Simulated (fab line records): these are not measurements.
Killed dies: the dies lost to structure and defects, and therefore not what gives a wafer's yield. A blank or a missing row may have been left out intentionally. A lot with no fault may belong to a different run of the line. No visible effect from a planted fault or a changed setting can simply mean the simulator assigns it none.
Chamber matching	flow nand-harc	NHARC_P_GATE_DESCUM_48 on rie-diel-11: 3 sister chambers
The step chemistry O2, time 3 s. 16 wafers are shown with their chamber, then 5 later ones without.

WAFERS, EACH WITH ITS CHAMBER
wafer	chamber	showerhead-plenum-p-Torr (Torr)	drypump-motor-current-A (A)	oes-product-au (a.u.)
L082.1	3	1.79	5.2	1.008
L082.2	0	1.99	5.2	1.002
L082.4	2	1.80	5.9	0.997
L084.3	0	1.99	5.2	0.999
L084.4	3	1.79	5.2	1.004
L084.6	3	1.79	5.2	1.014
L087.1	2	1.80	5.8	0.985
L087.3	3	1.78	5.2	1.012
L087.5	2	1.80	5.8	0.994
L086.1	0	1.99	5.2	0.989
L086.2	2	1.80	5.9	0.998
L086.4	3	1.78	5.2	1.012
L091.2	2	1.79	5.9	0.996
L091.3	2	1.79	5.9	1.003
L091.6	0	1.99	5.2	1.003
L092.2	2	1.79	5.9	1.015

SIGNATURES (averages over the wafers above)
reading	chamber 0	chamber 2	chamber 3	scatter within a chamber
showerhead-plenum-p-Torr	1.9900	1.7957	1.7860	0.00473
drypump-motor-current-A	5.200	5.871	5.200	0.0331
oes-product-au	0.99825	0.99829	1.01000	0.00729
Rule: distance of a wafer from a chamber = root of the sum over the readings of ((wafer's reading minus chamber's mean) / reading's scatter) squared. If the next closest chamber is less than 2 further off than the closest, the wafer can't be placed; otherwise it belongs to the closest. The scatter: the root of (the sum of the squares of (reading less its chamber's mean) over the shown wafers, divided by (wafers less chambers)).

WAFERS WITHOUT THEIR CHAMBER
wafer	showerhead-plenum-p-Torr (Torr)	drypump-motor-current-A (A)	oes-product-au (a.u.)
L095.2	1.99	5.2	1.020
L095.3	1.78	5.2	0.996
L095.4	1.79	5.9	1.009
L096.1	1.78	5.2	0.982
L096.4	1.79	5.8	1.003

WHICH CHAMBER EACH WENT THROUGH
wafer	from the rows above	in truth
L095.2	0	0
L095.3	3	3
L095.4	2	2
L096.1	3	3
L096.4	2	2
Correctly placed: 5 of 5. From these rows, 0 cannot be placed. Wrongly placed: 0.
